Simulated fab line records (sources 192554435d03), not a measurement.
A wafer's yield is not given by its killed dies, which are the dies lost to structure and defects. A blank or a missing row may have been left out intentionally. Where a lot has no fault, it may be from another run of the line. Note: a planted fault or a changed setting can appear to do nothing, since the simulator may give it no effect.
Which tool is to blame? -- flow n5 finfet -- 69 wafers from 23 lots sampled at 3 of the route's 1938 steps

## WHAT THE GAUGES READ, wafer by wafer
N5_MOL_CONTACT_COAG_INSPECT_57: inspects for defects (brightfield).
lot,measured,on,raw defect count
L075,day 5 06:36,defect inspect-01,228 226 333
L076,day 5 13:02,defect inspect-01,160 162 198
L077,day 5 18:09,defect inspect-01,137 129 110
L078,day 6 04:43,defect inspect-01,293 233 257
L079,day 6 09:31,defect inspect-01,239 190 114
L080,day 6 14:27,defect inspect-01,274 270 234
L081,day 6 22:19,defect inspect-01,219 198 121
L082,day 7 02:04,defect inspect-01,250 168 129
L083,day 7 09:13,defect inspect-02,213 130 243
L084,day 7 20:26,defect inspect-01,173 284 225
L085,day 7 23:47,defect inspect-02,164 160 144
L086,day 8 09:26,defect inspect-01,190 140 214
L087,day 8 15:17,defect inspect-01,197 137 190
L088,day 8 20:35,defect inspect-01,135 149 170
L089,day 9 05:14,defect inspect-01,297 227 192
L090,day 9 06:42,defect inspect-01,197 166 126
L091,day 9 12:22,defect inspect-01,153 242 193
L092,day 9 23:29,defect inspect-02,139 134 131
L093,day 9 23:55,defect inspect-02,251 164 217
L094,day 10 09:23,defect inspect-01,210 231 260
L095,day 10 19:55,defect inspect-01,225 187 187
L096,day 10 22:08,defect inspect-02,316 205 194
L097,day 11 06:04,defect inspect-02,175 132 125

## WHICH TOOL RAN EACH LOT (tool, then ch and the chambers of the sampled wafers, then the start)
lot,N5_MOL_CONTACT_COAG_ETCH_105,N5_MOL_CONTACT_COAG_PRE_CLEAN_142
L075,"rie diel-05 ch 0,1,2, day 4 19:27","pvd sputter-01, day 5 00:50"
L076,"rie diel-05 ch 0,1,3, day 5 02:28","pvd sputter-03, day 5 07:12"
L077,"rie diel-05 ch 1,2, day 5 08:16","pvd sputter-02, day 5 13:42"
L078,"rie diel-03 ch 1,3, day 5 17:08","pvd sputter-03, day 6 00:37"
L079,"rie diel-03 ch 0,2,3, day 5 23:31","pvd sputter-03, day 6 05:13"
L080,"rie diel-03 ch 0,2, day 6 04:47","pvd sputter-01, day 6 10:25"
L081,"rie diel-05 ch 2,3, day 6 11:55","pvd sputter-01, day 6 18:25"
L082,"rie diel-02 ch 0,2, day 6 17:45","pvd sputter-03, day 6 22:01"
L083,"rie diel-05 ch 2,3, day 7 00:29","pvd sputter-02, day 7 03:50"
L084,"rie diel-05 ch 0,2,3, day 7 11:04","pvd sputter-03, day 7 16:30"
L085,"rie diel-02 ch 1,2,3, day 7 13:28","pvd sputter-01, day 7 19:53"
L086,"rie diel-02 ch 0,1,2, day 8 00:06","pvd sputter-02, day 8 05:16"
L087,"rie diel-03 ch 1,3, day 8 02:47","pvd sputter-02, day 8 08:31"
L088,"rie diel-05 ch 0,1,2, day 8 07:06","pvd sputter-02, day 8 13:53"
L089,"rie diel-03 ch 1,2,3, day 8 17:54","pvd sputter-02, day 9 01:20"
L090,"rie diel-03 ch 0,1, day 8 20:34","pvd sputter-02, day 9 01:48"
L091,"rie diel-05 ch 2,3, day 9 01:38","pvd sputter-02, day 9 08:07"
L092,"rie diel-03 ch 1,3, day 9 12:10","pvd sputter-01, day 9 18:58"
L093,"rie diel-02 ch 0,1,3, day 9 12:56","pvd sputter-03, day 9 19:12"
L094,"rie diel-05 ch 2,3, day 9 21:35","pvd sputter-03, day 10 05:29"
L095,"rie diel-05 ch 0,2,3, day 10 02:07","pvd sputter-02, day 10 15:09"
L096,"rie diel-05 ch 0,3, day 10 11:28","pvd sputter-02, day 10 18:04"
L097,"rie diel-05 ch 0,1,3, day 10 20:37","pvd sputter-02, day 11 02:10"
- N5_MOL_CONTACT_COAG_ETCH_105: etches SiARC in CF4, target depth 15.6 nm, time 26 s.
- N5_MOL_CONTACT_COAG_PRE_CLEAN_142: time 60 s.

## AS READ BY THE TOOLS THEMSELVES (means over the sampled wafers that have a number; for cases with no such wafer, the mark the record gives instead)
N5_MOL_CONTACT_COAG_ETCH_105.
lot,tool,drypump motor current A (A),etch rf on time s (s),oes product au (a.u.),rf vpp V (V),showerhead plenum p Torr (Torr),throttle valve pct (%)
L075,rie diel-05,5.5,25.9,0.61,185.6,2.17,15.66
L076,rie diel-05,5.8,25.5,0.62,185.0,2.21,15.71
L077,rie diel-05,5.4,26.5,0.59,184.0,2.14,15.72
L078,rie diel-03,6.2,25.8,0.66,184.2,2.15,15.51
L079,rie diel-03,5.9,25.4,0.61,183.5,2.13,15.63
L080,rie diel-03,5.8,25.5,0.59,183.5,2.12,15.71
L081,rie diel-05,6.2,25.4,0.70,183.8,2.18,15.63
L082,rie diel-02,6.2,26.3,0.63,183.2,2.02,15.73
L083,rie diel-05,5.8,26.1,0.74,184.8,2.14,15.42
L084,rie diel-05,5.9,25.7,0.68,184.5,2.17,15.54
L085,rie diel-02,5.7,26.7,0.65,183.8,2.14,15.65
L086,rie diel-02,5.8,26.3,0.61,183.6,2.10,15.70
L087,rie diel-03,6.2,26.1,0.65,184.4,2.14,15.54
L088,rie diel-05,5.5,25.6,0.67,184.6,2.16,15.56
L089,rie diel-03,5.9,25.4,0.62,183.4,2.13,15.58
L090,rie diel-03,6.3,26.3,0.60,183.8,2.12,15.77
L091,rie diel-05,5.8,25.7,0.71,183.7,2.13,15.46
L092,rie diel-03,6.0,25.5,0.63,184.3,2.13,15.52
L093,rie diel-02,5.9,26.1,0.65,183.5,2.08,15.61
L094,rie diel-05,6.2,25.8,0.65,184.1,2.17,15.69
L095,rie diel-05,5.9,25.8,0.65,184.7,2.17,15.58
L096,rie diel-05,6.3,25.7,0.60,185.5,2.20,15.81
L097,rie diel-05,5.8,25.6,0.60,184.1,2.20,15.80

N5_MOL_CONTACT_COAG_PRE_CLEAN_142.
lot,tool,heater power w (W)
L075,pvd sputter-01,537
L076,pvd sputter-03,493
L077,pvd sputter-02,453
L078,pvd sputter-03,490
L079,pvd sputter-03,494
L080,pvd sputter-01,474
L081,pvd sputter-01,467
L082,pvd sputter-03,501
L083,pvd sputter-02,486
L084,pvd sputter-03,487
L085,pvd sputter-01,458
L086,pvd sputter-02,427
L087,pvd sputter-02,414
L088,pvd sputter-02,439
L089,pvd sputter-02,412
L090,pvd sputter-02,417
L091,pvd sputter-02,438
L092,pvd sputter-01,476
L093,pvd sputter-03,493
L094,pvd sputter-03,502
L095,pvd sputter-02,461
L096,pvd sputter-02,432
L097,pvd sputter-02,462

## THE ANSWER, worked out from the rows above alone
Rule: the lots themselves supply what counts as usual. Put in order of their means at a reading, lots are off if they are a third of the lots or fewer, leave a main group of 4 or more, and stand apart from it by a gap of 3 or more times the standard deviation of the main group's means; of several such gaps the widest counts. A main group is skipped when, at the precision printed for the reading in the tables above, its means are all equal. Also off: a lot with no number at a reading for which 4 or more lots have one. The other lots that the step has rows for count as sound. Order of review: gauges by route order, followed by the tools' own readings, for which a lot's mean as printed above is used. At the first step where some lot is off, the reading lying furthest off is the one used; lots without a number count as furthest.
Nothing can be told from this: no lot is off at any reading shown.

## WHAT THE SIMULATOR HAD INSERTED
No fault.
